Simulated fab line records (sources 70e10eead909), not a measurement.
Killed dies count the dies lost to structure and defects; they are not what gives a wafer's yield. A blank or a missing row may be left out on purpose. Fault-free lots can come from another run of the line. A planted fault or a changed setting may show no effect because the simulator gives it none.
fab line records	flow nandHarc
record lots=5	wafers=15	lastDay=33
route steps=1302 shown A_M0@1148 A_M1@1169 END@1302
lots untouched by any fault: they come from a run of this same line in which no faults occurred
startH: hours from the record's opening day to when the first of the lot's shown wafers began	waitH: hours since the lot's step before	" as in the row above	L1.1+2: a row that stands for several wafers	- no value, or no start given	* or withheld: withheld	< > ~ a bound
route shown NAME@n: names a module that has steps shown in the file, with the first one's number in the route	usual: mean and standard deviation over wafers with no fault	same: alike in all rows	chamber/n: place in a boat	sites: readings site by site	_std_site: standard deviation of those values	_edge_site: mean of outer sites minus mean of inner sites	radiusMm: for every site, how far away it sits from the centre of the wafer	mask NAME#n: copy n	behind: tool/chamber where the wafer was last shaped	hold: reason for holding the lot/hours on hold/outcome of the hold	device: names the non-switching transistor (n, p or np)	end of line: the route-end tests of the same wafers	a step with no rows: only its recipe	killed: dies that structure and defects cost at the first sort, which is not the same as the wafer's yield	map: the dies of a wafer, with x for killed, . for not killed, _ for no die there
set.NAME: the setting the step ran with; set.NAME@STEP: the setting that earlier step ran with	model.NAME: the simulator's own value behind a step, which no gauge read
a table for each step, a row for each wafer; lots at some steps of the route
services: from which hour (startH, from the record's first day; less than 0 if before it) a tool's chamber was out of use, for how many hours, and why
## steps
# step NHARC_A_M0_OVL_MEAS_10
# recipe pitchNm=160
# usual overlayXNm=0.1/0.78	overlayYNm=0.3/0.92
lot.wafer	tool	chamber	startH	waitH	overlayXNm	overlayYNm
L523.2	overlay-02	-	528.37	-	-0.1	0.7
L523.5	"	-	"	"	-0.2	0.8
L523.6	"	-	"	"	0.4	0.8
L533.2	overlay-02	-	632.00	-	-0.7	-0.5
L533.5	"	-	"	"	-0.1	-0.1
L533.6	"	-	"	"	-0.4	-0.6
L535.2	overlay-02	-	651.18	-	0.0	-0.3
L535.3	"	-	"	"	0.2	0.3
L535.6	"	-	"	"	-0.4	0.0
L543.4	overlay-01	-	729.19	-	-0.1	1.7
L543.5	"	-	"	"	0.5	1.8
L543.6	"	-	"	"	-0.3	1.0
L546.2	overlay-02	-	749.08	-	-0.4	0.6
L546.3	"	-	"	"	0.3	0.5
L546.4	"	-	"	"	0.1	0.4
# step NHARC_A_M0_INSPECT_11
# usual rawDefectCount=77/36
lot.wafer	tool	chamber	startH	waitH	rawDefectCount
L523.2	defectInspect-02	-	528.41	0.0	157
L523.5	"	-	"	"	119
L523.6	"	-	"	"	136
L533.2	defectInspect-01	-	632.04	0.0	40
L533.5	"	-	"	"	34
L533.6	"	-	"	"	44
L535.2	defectInspect-01	-	651.22	0.0	113
L535.3	"	-	"	"	104
L535.6	"	-	"	"	109
L543.4	defectInspect-01	-	729.23	0.0	113
L543.5	"	-	"	"	122
L543.6	"	-	"	"	98
L546.2	defectInspect-01	-	749.11	0.0	94
L546.3	"	-	"	"	98
L546.4	"	-	"	"	76
# step NHARC_A_M0_DESCUM_14
# recipe timeS=3	o2FlowSccm=200	arFlowSccm=0	biasPowerW=0	chemistry=O2
# step NHARC_A_M0_ETCH_34
# recipe targetDepthA=400	overetchA=120	timeS=43.94	ionEnergyEv=200	n2FlowSccm=150	h2FlowSccm=150	arFlowSccm=0	rfW=400	biasW=150	chemistry=N2/H2
# step NHARC_A_M0_ETCH_15
# recipe targetDepthA=1500	overetchA=150	timeS=82.5	c4f8FlowSccm=withheld	arFlowSccm=400	rfW=600	biasW=300	chemistry=C4F8/Ar
# usual oesProductAu=0.953/0.023	rfFwdPowerW=595.5/2.2	rfVppV=442.0/1.9
lot.wafer	tool	chamber	startH	waitH	oesProductAu	rfFwdPowerW	rfHoursCounterH	rfVppV
L523.2	rieDiel-08	0	-	-	0.956	599.0	7.6	441.2
L523.5	"	3	"	"	0.942	595.7	-	443.9
L523.6	"	0	"	"	0.956	598.0	-	441.9
L533.2	rieDiel-08	2	-	-	0.943	593.4	3.3	442.5
L533.5	"	0	"	"	0.930	598.6	-	442.3
L533.6	"	1	"	"	0.921	597.3	-	442.2
L535.3	rieDiel-08	1	-	-	0.925	595.3	3.9	443.0
L535.2	"	2	"	"	0.925	595.7	3.9	441.4
L535.6	"	3	"	"	0.923	594.5	-	444.5
L543.4	rieDiel-09	0	-	-	0.966	598.3	2.4	442.8
L543.6	"	1	"	"	0.965	595.4	-	442.1
L543.5	"	2	"	"	0.968	598.7	-	441.8
L546.2	rieDiel-08	3	-	-	0.978	596.1	0.7	445.8
L546.4	"	0	"	"	0.967	599.5	0.8	441.2
L546.3	"	1	"	"	0.965	597.4	0.9	443.0
# step NHARC_A_M0_CD_MEAS_16
# usual cdNm=80.0/0.71
lot.wafer	tool	chamber	startH	waitH	cdNm
L523.2	cdSem-03	-	528.77	-	80.6
L523.5	"	-	"	"	80.5
L523.6	"	-	"	"	79.6
L533.2	cdSem-03	-	632.40	-	80.8
L533.5	"	-	"	"	81.2
L533.6	"	-	"	"	79.5
L535.2	cdSem-01	-	652.06	-	79.5
L535.3	"	-	"	"	80.4
L535.6	"	-	"	"	79.8
L543.4	cdSem-03	-	729.59	-	79.8
L543.5	"	-	"	"	80.0
L543.6	"	-	"	"	81.0
L546.2	cdSem-02	-	749.48	-	81.3
L546.3	"	-	"	"	78.6
L546.4	"	-	"	"	80.0
# step NHARC_A_M0_STRIP_18
# recipe powerW=1000	n2FlowSccm=150	h2FlowSccm=150	arFlowSccm=0	biasW=0	chemistry=N2/H2
# step NHARC_A_M0_STRIP_19
# recipe timeS=600	tempC=30	chemistry=postEtchResidueRemover
# step NHARC_A_M0_DEGAS_28
# recipe tempC=250	timeS=60
# usual heaterPowerW=341/38
lot.wafer	tool	chamber	startH	waitH	heaterPowerW
L523.2	pvdSputter-01	-	529.39	-	353
L523.5	"	-	"	"	347
L523.6	"	-	"	"	341
L533.2	pvdSputter-02	-	633.04	-	318
L533.5	"	-	"	"	333
L533.6	"	-	"	"	371
L535.3	pvdSputter-03	-	652.68	-	304
L535.2	"	-	"	"	291
L535.6	"	-	"	"	345
L543.4	pvdSputter-02	-	730.27	-	346
L543.6	"	-	"	"	315
L543.5	"	-	"	"	332
L546.3	pvdSputter-03	-	750.11	-	283
L546.4	"	-	"	"	289
L546.2	"	-	"	"	298
# step NHARC_A_M0_PRE_CLEAN_29
# recipe timeS=30	tempC=280	gas=H2/He
# step NHARC_A_M0_PVD_20
# recipe targetThkA=50	biasV=168.6	powerW=15000	chamberPressurePa=0.12	timeS=8.06	substrateTempC=50	material=TaN
# step NHARC_A_M0_PVD_21
# recipe targetThkA=300	chamberPressurePa=5	powerW=5000	substrateTempC=30	timeS=20.49	material=Cu
# step NHARC_A_M0_ECD_22
# recipe targetThkA=4000	bathTempC=25	material=Cu
# usual bathTempC=25.02/0.11
lot.wafer	tool	chamber	startH	waitH	bathTempC
L523.2	ecdCu-01	1	529.85	-	24.98
L523.6	"	0	"	"	25.04
L523.5	"	1	"	"	25.07
L533.2	ecdCu-01	0	633.38	-	24.92
L533.6	"	0	"	"	24.95
L533.5	"	1	"	"	25.14
L535.2	ecdCu-01	1	653.08	-	25.27
L535.3	"	1	"	"	25.00
L535.6	"	0	"	"	24.93
L543.4	ecdCu-02	0	730.71	-	24.92
L543.5	"	0	"	"	24.84
L543.6	"	1	"	"	25.05
L546.2	ecdCu-02	1	750.49	-	25.09
L546.4	"	1	"	"	24.93
L546.3	"	0	"	"	25.02
# step NHARC_A_M0_ANNEAL_30
# recipe tempC=225	timeS=90
# step NHARC_A_M0_CMP_23
# recipe tOverpolishS=20	targetThkNm=113.75
# usual motorCurrentA=12.5/1.4	retainingRingPressureFrac=1.001/0.0052	timeToEndpointS=28.1/2.1
# same tOverpolishS=20
lot.wafer	tool	chamber	startH	waitH	motorCurrentA	retainingRingPressureFrac	timeToEndpointS
L523.2	cmp-03	0	530.58	-	10.4	1.002	28.8
L523.6	"	2	"	"	12.3	1.004	27.6
L523.5	"	3	"	"	12.3	0.998	28.8
L533.2	cmp-03	1	634.16	-	12.4	0.999	29.5
L533.5	"	3	"	"	13.6	0.998	27.7
L533.6	"	0	"	"	11.0	0.999	28.3
L535.2	cmp-04	2	653.81	-	13.4	1.010	28.8
L535.3	"	3	"	"	14.0	1.003	27.5
L535.6	"	1	"	"	12.5	1.002	26.9
L543.4	cmp-01	1	731.34	-	14.9	1.003	25.2
L543.5	"	1	"	"	15.4	1.000	27.6
L543.6	"	2	"	"	12.3	1.006	28.7
L546.2	cmp-04	0	752.23	-	15.6	1.000	30.0
L546.3	"	1	"	"	12.3	1.007	30.9
L546.4	"	2	"	"	12.9	1.012	30.9
# step NHARC_A_M0_THK_MEAS_24
# recipe thkMeasGauge=xrf
# usual thkNm=113.4/1.3
lot.wafer	tool	chamber	startH	waitH	thkNm
L523.2	filmMetro-02	-	530.84	-	115.7
L523.5	"	-	"	"	112.3
L523.6	"	-	"	"	110.5
L533.2	filmMetro-01	-	634.42	-	113.9
L533.5	"	-	"	"	113.8
L533.6	"	-	"	"	112.6
L535.2	filmMetro-01	-	654.08	-	112.9
L535.3	"	-	"	"	113.5
L535.6	"	-	"	"	113.5
L543.4	filmMetro-02	-	731.66	-	113.9
L543.5	"	-	"	"	112.8
L543.6	"	-	"	"	114.9
L546.2	filmMetro-02	-	752.55	-	116.8
L546.3	"	-	"	"	111.8
L546.4	"	-	"	"	113.8
# step NHARC_A_M0_SRD_25
# step NHARC_A_M0_PRE_CLEAN_31
# recipe timeS=12	tempC=370	rfPowerW=300	gas=NH3
# usual heaterPowerW=620/60	rfFwdPowerW=292.6/0.98
lot.wafer	tool	chamber	startH	waitH	heaterPowerW	rfFwdPowerW
L523.2	pecvd-01	2	531.06	0.1	694	293.2
L523.5	"	2	"	"	685	293.7
L523.6	"	0	"	"	688	292.6
L533.2	pecvd-03	1	634.70	0.1	628	291.9
L533.5	"	0	"	"	651	293.1
L533.6	"	2	"	"	720	290.9
L535.3	pecvd-03	1	654.30	0.1	634	293.0
L535.2	"	0	"	"	669	292.3
L535.6	"	2	"	"	723	292.6
L543.4	pecvd-01	0	731.92	0.1	700	294.3
L543.5	"	1	"	"	630	293.3
L543.6	"	2	"	"	675	294.0
L546.3	pecvd-04	0	752.79	0.1	655	291.6
L546.2	"	1	"	"	618	292.2
L546.4	"	2	"	"	504	291.9
# step NHARC_A_M0_DEP_32
# recipe targetThkA=300	tempC=370	targetThkNm=30	pressureTorr=3	flowSccm=200	rfW=450	material=SiCN
# step NHARC_A_M1_DEP_00
# recipe targetThkA=1825	targetThkNm=182.5	tempC=withheld	pressureTorr=5	flowSccm=200	rfW=600	material=SiOC
# step NHARC_A_M1_DEHYDRATE_01
# recipe tempC=150	timeS=120
# step NHARC_A_M1_HMDS_02
# recipe timeS=30
# step NHARC_A_M1_COAT_34
# recipe tempC=200	timeS=65
# step NHARC_A_M1_COAT_03
# recipe spinRpm=1500	resistThkNm=90
# step NHARC_A_M1_SOFTBAKE_04
# recipe tempC=105	timeS=55
# step NHARC_A_M1_EBR_05
# step NHARC_A_M1_EXPOSE_06
# recipe na=1.35	targetCdNm=120	doseMj=75.13	maskId=A_M1
# step NHARC_A_M1_PEB_07
# recipe pebTempC=100	pebTimeS=65
# step NHARC_A_M1_DEVELOP_08
# recipe developTimeS=35	devTempC=23
# step NHARC_A_M1_CD_MEAS_09
# recipe targetCdNm=120	landingEnergyEv=500
# usual cdNm=120.0/0.47
lot.wafer	tool	chamber	startH	waitH	cdNm
L523.2	cdSem-03	0	532.26	-	120.4
L523.5	"	0	"	"	121.1
L523.6	"	0	"	"	121.1
L533.2	cdSem-01	0	635.86	-	120.0
L533.5	"	0	"	"	120.0
L533.6	"	0	"	"	120.7
L535.2	cdSem-01	0	655.63	-	119.8
L535.3	"	0	"	"	119.7
L535.6	"	0	"	"	119.9
L543.4	cdSem-03	0	733.21	-	119.4
L543.5	"	0	"	"	119.8
L543.6	"	0	"	"	120.4
L546.2	cdSem-02	0	754.10	-	120.1
L546.3	"	0	"	"	120.0
L546.4	"	0	"	"	120.6
# step NHARC_A_M1_OVL_MEAS_10
# recipe pitchNm=240
# usual overlayXNm=-0.4/1	overlayYNm=0.0/1.2
lot.wafer	tool	chamber	startH	waitH	overlayXNm	overlayYNm
L523.2	overlay-02	-	532.35	-	0.6	0.5
L523.5	"	-	"	"	0.1	0.5
L523.6	"	-	"	"	0.5	0.1
L533.2	overlay-01	-	635.95	-	0.4	-0.8
L533.5	"	-	"	"	0.5	-0.6
L533.6	"	-	"	"	0.5	-0.5
L535.2	overlay-02	-	655.72	-	-0.6	-1.3
L535.3	"	-	"	"	-0.2	-0.4
L535.6	"	-	"	"	-0.5	-1.3
L543.4	overlay-02	-	733.30	-	-0.2	0.9
L543.5	"	-	"	"	-0.4	1.2
L543.6	"	-	"	"	-0.3	0.8
L546.2	overlay-02	-	754.19	-	-2.7	1.7
L546.3	"	-	"	"	-3.0	1.7
L546.4	"	-	"	"	-1.8	1.8
# step NHARC_A_M1_DESCUM_14
# recipe timeS=3	o2FlowSccm=200	arFlowSccm=0	biasPowerW=0	chemistry=O2
# step NHARC_A_M1_ETCH_35
# recipe targetDepthA=400	overetchA=120	timeS=43.94	ionEnergyEv=200	n2FlowSccm=150	h2FlowSccm=150	arFlowSccm=0	rfW=400	biasW=150	chemistry=N2/H2
# step NHARC_A_M1_ETCH_15
# recipe targetDepthA=1825	timeS=91.2	c4f8FlowSccm=withheld	arFlowSccm=400	rfW=600	biasW=300	chemistry=C4F8/Ar
# step NHARC_A_M1_CD_MEAS_16
# usual cdNm=120.0/0.64
lot.wafer	tool	chamber	startH	waitH	cdNm
L523.2	cdSem-01	-	532.76	-	120.5
L523.5	"	-	"	"	120.9
L523.6	"	-	"	"	120.7
L533.2	cdSem-03	-	636.40	-	120.4
L533.5	"	-	"	"	120.0
L533.6	"	-	"	"	120.9
L535.2	cdSem-01	-	656.17	-	119.7
L535.3	"	-	"	"	119.8
L535.6	"	-	"	"	120.6
L543.4	cdSem-02	-	733.70	-	120.8
L543.5	"	-	"	"	119.9
L543.6	"	-	"	"	120.2
L546.2	cdSem-01	-	754.59	-	119.8
L546.3	"	-	"	"	119.4
L546.4	"	-	"	"	120.6
# step NHARC_A_M1_STRIP_18
# recipe powerW=1000	n2FlowSccm=150	h2FlowSccm=150	arFlowSccm=0	biasW=0	chemistry=N2/H2
# step NHARC_A_M1_ETCH_28
# recipe targetDepthA=300	overEtchFrac=0.3	timeS=72.99	ionEnergyEv=150	cf4FlowSccm=50	n2FlowSccm=100	arFlowSccm=150	rfW=300	biasW=100	chemistry=CF4/N2
# usual drypumpMotorCurrentA=5.8/0.5	mfcArSccm=150.0/0.45	oesProductAu=1.003/0.0072	rfFwdPowerW=297.3/1.2	rfVppV=314.3/2.1	showerheadPlenumPTorr=2.63/0.11	throttleValvePct=19.794/0.01
# same overEtchFrac=0.3
lot.wafer	tool	chamber	startH	waitH	drypumpMotorCurrentA	mfcArSccm	oesProductAu	rfFwdPowerW	rfHoursCounterH	rfVppV	showerheadPlenumPTorr	throttleValvePct
L523.2	rieDiel-11	0	-	-	6.6	150.2	1.000	296.2	2	312.6	2.58	19.780
L523.5	"	3	"	"	4.9	150.6	0.993	297.0	-	316.1	2.75	19.797
L523.6	"	0	"	"	6.7	149.8	1.001	296.1	-	313.2	2.58	19.793
L533.2	rieDiel-10	3	-	-	5.9	149.5	1.016	297.6	3	316.4	2.68	19.803
L533.5	"	0	"	"	6.2	150.4	1.005	296.4	-	315.6	2.76	19.788
L533.6	"	2	"	"	5.6	149.3	1.003	298.2	-	311.5	2.49	19.787
L535.3	rieDiel-02	0	-	-	5.6	148.9	0.996	298.3	6	315.8	2.71	19.809
L535.2	"	2	"	"	5.3	150.2	0.997	298.9	6	312.0	2.46	19.795
L535.6	"	0	"	"	5.6	149.9	1.023	297.4	-	316.4	2.71	19.796
L543.4	rieDiel-11	3	-	-	4.9	149.5	0.993	297.0	2	316.7	2.75	19.781
L543.5	"	3	"	"	4.9	150.1	1.006	296.5	-	316.2	2.75	19.816
L543.6	"	0	"	"	6.6	150.5	1.018	296.5	-	312.1	2.58	19.791
L546.2	rieDiel-10	3	-	-	5.9	149.9	1.003	298.9	11	316.1	2.68	19.804
L546.3	"	0	"	"	6.2	150.0	1.001	296.7	10	316.1	2.76	19.786
L546.4	"	2	"	"	5.6	149.4	1.005	296.3	11	309.9	2.49	19.795
# step NHARC_A_M1_STRIP_19
# recipe timeS=600	tempC=30	chemistry=postEtchResidueRemover
# step NHARC_A_M1_DEGAS_29
# recipe tempC=250	timeS=60
# step NHARC_END_SORT_01
# recipe tempC=25
# usual defectLimitedYield=92.0/2.6	killedAtArray=50/17	killedAtOther=0.7/1	killedAtPeriphery=3.4/2.4	killedDies=54/17	killedOpen=3.3/1.7	killedShort=2.5/1.6	sort_bin_2_pct=2.8/1.1	sort_bin_3_pct=0.5/0.33	sort_bin_4_pct=4.6/1.5	sortNPass=623/17	sortRimYieldPct=92/3.8	sortYieldPct=92.0/2.6
# same grossDies=677	sort_bin_5_pct[%]=0	sort_bin_6_pct[%]=0	sort_bin_7_pct[%]=0	sort_bin_8_pct[%]=0	sortRimNGross=106.00
lot.wafer	tool	chamber	startH	waitH	defectLimitedYield[%]	killedAtArray	killedAtOther	killedAtPeriphery	killedDies	killedOpen	killedShort	sort_bin_2_pct[%]	sort_bin_3_pct[%]	sort_bin_4_pct[%]	sortNPass	sortRimYieldPct[%]	sortYieldPct[%]
L523.2	prober-02	0	567.85	2.8	85.8	94	0	2	96	4	4	5.6	0.4	8.1	581	93	85.8
L523.5	prober-02	0	570.20	3.6	89.5	71	0	0	71	3	2	3.2	1.0	6.2	606	95	89.5
L523.6	prober-02	0	570.99	3.9	92.0	53	0	1	54	1	5	2.8	1.0	4.1	623	88	92.0
L533.2	prober-01	0	674.18	2.8	94.8	35	0	0	35	3	2	1.8	0.1	3.2	642	93	94.8
L533.5	prober-01	0	676.58	3.7	95.0	31	1	2	34	3	5	1.6	0.1	3.2	643	96	95.0
L533.6	prober-01	0	677.38	4.0	94.2	37	0	2	39	5	2	2.5	0.1	3.1	638	95	94.2
L535.2	prober-02	0	690.02	2.8	35.0	438	0	2	440	2	1	26.0	4.7	34.3	237	35	35.0
L535.3	prober-02	0	690.82	3.1	39.4	409	0	1	410	0	2	22.0	5.5	33.1	267	39	39.4
L535.6	prober-02	0	693.20	4.0	87.6	79	1	4	84	6	2	4.4	1.0	6.9	593	90	87.6
L546.2	prober-01	0	791.95	2.8	88.8	74	0	2	76	1	1	4.1	0.6	6.5	601	89	88.8
L546.3	prober-01	0	792.74	3.1	89.8	61	1	7	69	4	3	4.6	0.9	4.7	608	92	89.8
L546.4	prober-01	0	793.54	3.4	91.7	49	3	4	56	3	1	3.4	0.6	4.3	621	92	91.7
# killed by level:class
L523.2 A_SLIT:chamberFilmFlake=28 A_CHANNEL_HOLE_D1:chamberFilmFlake=26 A_CHANNEL_HOLE_D2:chamberFilmFlake=21 A_STAIRCASE:chamberFilmFlake=7 A_CONTACT:chamberFilmFlake=3 A_WL_FILL:geometricParticle:short=2 A_CHANNEL_FILL_D2:chamberFilmFlake=2 P_M0:geometricParticle:open=1
L523.5 A_CHANNEL_HOLE_D1:chamberFilmFlake=23 A_CHANNEL_HOLE_D2:chamberFilmFlake=20 A_SLIT:chamberFilmFlake=14 A_CONTACT:chamberFilmFlake=5 A_STAIRCASE:chamberFilmFlake=4 A_CHANNEL_FILL_D1:geometricParticle:open=1 A_DECK1_JOINT:geometricParticle:open=1 A_SGD_CUT:geometricParticle:short=1
L523.6 A_SLIT:chamberFilmFlake=17 A_CHANNEL_HOLE_D1:chamberFilmFlake=11 A_CHANNEL_HOLE_D2:chamberFilmFlake=9 A_CONTACT:chamberFilmFlake=4 A_STAIRCASE:chamberFilmFlake=3 A_BLC:chamberFilmFlake=2 A_ONON_D1:geometricParticle:short=1 A_CHANNEL_HOLE_D1:geometricParticle:short=1
L533.2 A_CHANNEL_HOLE_D2:chamberFilmFlake=11 A_CHANNEL_HOLE_D1:chamberFilmFlake=9 A_CONTACT:chamberFilmFlake=5 A_STAIRCASE:chamberFilmFlake=2 A_ONON_D1:geometricParticle:open=1 A_CHANNEL_FILL_D1:geometricParticle:short=1 A_CHANNEL_FILL_D2:geometricParticle:short=1 A_CHANNEL_FILL_D2:geometricParticle:open=1
L533.5 A_CHANNEL_HOLE_D2:chamberFilmFlake=10 A_CONTACT:chamberFilmFlake=6 A_CHANNEL_HOLE_D1:chamberFilmFlake=5 A_WL_FILL:geometricParticle:short=3 A_ZERO_WELL:chamberFilmFlake=2 A_SLIT:chamberFilmFlake=2 P_CONTACT:geometricParticle:short=1 P_M0:geometricParticle:open=1
L533.6 A_CHANNEL_HOLE_D1:chamberFilmFlake=14 A_CHANNEL_HOLE_D2:chamberFilmFlake=11 A_CHANNEL_FILL_D1:chamberFilmFlake=2 A_CONTACT:chamberFilmFlake=2 P_CONTACT:geometricParticle:open=1 A_ONON_D1:geometricParticle:short=1 A_CHANNEL_FILL_D1:geometricParticle:open=1 A_DECK1_JOINT:geometricParticle:open=1
L535.2 A_M0:unspecified=389 A_SLIT:chamberFilmFlake=24 A_CHANNEL_HOLE_D1:chamberFilmFlake=20 P_ZERO_WELL:chamberFilmFlake=2 A_CONTACT:chamberFilmFlake=1 A_CHANNEL_FILL_D1:geometricParticle:open=1 A_CHANNEL_FILL_D1:geometricParticle:short=1 A_SGD_CUT:geometricParticle:open=1
L535.3 A_M0:unspecified=361 A_CHANNEL_HOLE_D1:chamberFilmFlake=19 A_SLIT:chamberFilmFlake=18 A_CONTACT:chamberFilmFlake=4 A_DECK1_JOINT:chamberFilmFlake=2 A_ONON_D1:geometricParticle:short=1 A_WL_FILL:geometricParticle:short=1 P_BONDPAD:chamberFilmFlake=1
L535.6 A_SLIT:chamberFilmFlake=35 A_CHANNEL_HOLE_D1:chamberFilmFlake=25 A_CONTACT:chamberFilmFlake=6 A_DECK1_JOINT:chamberFilmFlake=2 A_STAIRCASE:chamberFilmFlake=2 A_WL_FILL:chamberFilmFlake=2 P_GATE:geometricParticle:open=1 P_CONTACT:geometricParticle:open=1
L546.2 A_SLIT:chamberFilmFlake=36 A_CHANNEL_HOLE_D1:chamberFilmFlake=12 A_CHANNEL_HOLE_D2:chamberFilmFlake=8 A_CONTACT:chamberFilmFlake=7 A_ZERO_WELL:chamberFilmFlake=6 A_DECK1_JOINT:chamberFilmFlake=3 P_GATE:geometricParticle:short=1 A_CHANNEL_FILL_D2:geometricParticle:open=1
L546.3 A_SLIT:chamberFilmFlake=26 A_CHANNEL_HOLE_D1:chamberFilmFlake=14 A_CHANNEL_HOLE_D2:chamberFilmFlake=7 A_CONTACT:chamberFilmFlake=7 A_ZERO_WELL:chamberFilmFlake=3 P_ZERO_WELL:chamberFilmFlake=2 P_CONTACT:geometricParticle:open=1 P_M0:geometricParticle:open=1
L546.4 A_SLIT:chamberFilmFlake=25 A_CHANNEL_HOLE_D1:chamberFilmFlake=9 A_CONTACT:chamberFilmFlake=6 A_CHANNEL_HOLE_D2:chamberFilmFlake=4 THIN_TSV:chamberFilmFlake=3 P_STI:chamberFilmFlake=2 A_ZERO_WELL:chamberFilmFlake=2 P_M0:geometricParticle:short=1
# map L535.2 (x killed, . not)
____________x____________
_________xx.xxxx_________
_______.x.x.x.xx.x_______
______xxxxx.xxxx.xx______
_____xx.xx.x..xx.x.._____
____xxxxx.xx.xxxx.xxx____
____...x.xx..xxxxxxxx____
___xxx..xx.xx.xxxxx.xx___
___.xxx.xx...x.x.xxx.x___
__.xxxxxxxxx.x..xxxxxxx__
__.xx..xxx.x.xx.x..xx..__
_xxx.x.x.x.xx...xxx..x.x_
_.xx....x......xxxxxx.xx_
_xxxx.x..xxxxxxxxxx..x.._
_.xxx..xx.x.xxxx.xx.xxxx_
_...x.x.xx.xxxx.x.x...x._
.....x.xxx.xxx...xx...xxx
x.x.xx..xxxx..xxx..xxx..x
..xxxxxx.xx.xxxxx.xxx.xxx
xxx..xxx.xxxx....x.xx...x
.xxxxxxxx..xx.x..xxxx.x.x
_x.xxx.xx...xx.x...xx..._
_.xxxx.x..xxx.xxxx...xxx_
_...x.xxx..xxxx.x.x....._
_xxxxxxxxx.xx.xx.xx.xx.x_
_xxxxxxx.xxxx..xxxx.xx.x_
__x.xx.x.xx.xxxxxxxx.xx__
__xxxxxxxxx...xxxxx.x.x__
___xxxxx.x...x.x...x.x___
___x.xxxx.x.xxxxx.x..x___
____.xx.x.xxxx.xx.xxx____
____xx.x.xxxxxxxxxxx.____
_____x.xxxxxx.xxxxxx_____
______x.x.x.xxxxx..______
_______.xxx.xxxx.._______
_________..xxxx._________
____________x____________
# map L533.6 (x killed, . not)
____________.____________
_________......._________
_______..........._______
______.............______
_____.......x......._____
____.................____
____...x.............____
___...................___
___...................___
__...x.................__
__.....................__
_......................._
_.......x.............x._
_......................._
_......................._
_.................x....._
......................x..
.x.......................
.......x...x............x
.........................
.....x...................
_....x.................._
_....x...............x.._
_.....x............xx..._
_..............x....xx.._
_...x.............xxxxx._
__................xxx..__
__.................xx.x__
___.................xx___
___..................x___
____..x............x.____
____.................____
_____..............._____
______.............______
_______...x......._______
_________......._________
____________.____________
## services
tool	chamber	startH	hours	kind
ecdCu-01	-	512.30	8.0	pm
pvdSputter-02	-	515.26	1.6	repair
pvdSputter-02	-	520.69	15.5	repair
pvdSputter-03	-	526.02	10.0	pm
rieDiel-11	-	526.21	0.5	repair
rieDiel-10	1	532.14	124.3	repair
rieDiel-08	2	534.86	2.9	repair
pecvd-03	-	538.54	1.7	repair
rieDiel-08	-	544.80	9.0	pm
pecvd-03	-	547.63	13.0	pm
cmp-03	-	554.00	4.0	pm
rieDiel-11	1	576.91	6.5	repair
rieDiel-11	0	591.07	6.8	repair
rieDiel-10	-	596.50	9.0	pm
ecdCu-02	-	596.50	8.0	pm
cmp-04	-	602.35	4.0	pm
rieDiel-11	0	603.00	2.2	repair
rieDiel-11	1	606.92	9.9	repair
rieDiel-11	-	609.50	9.0	pm
rieDiel-08	-	620.62	0.9	repair
ecdCu-01	-	653.74	1.3	repair
ecdCu-01	-	688.30	8.0	pm
rieDiel-08	-	721.80	9.0	pm
rieDiel-08	3	747.45	1.4	repair
## key
firstSign step=NHARC_END_SORT_01	reading=killedAtArray	direction=up	sigmas=22	usual=50	struck=424
effect step=NHARC_END_SORT_01	reading=defectLimitedYield	direction=down	sigmas=21	usual=92.0	struck=37.2
moreKillsBornAt NHARC_A_M0_ECD_22@ecdCu-01=750
metAt NHARC_A_M0_ECD_22
struckWafers L535.2,L535.3
onsetBetween 633.38 653.08
fault kind=chamberParticleSource	tool=ecdCu-01	chamber=1	onsetH=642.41	steps=NHARC_A_M0_ECD_22	ratePerVisitCm2=0.91238
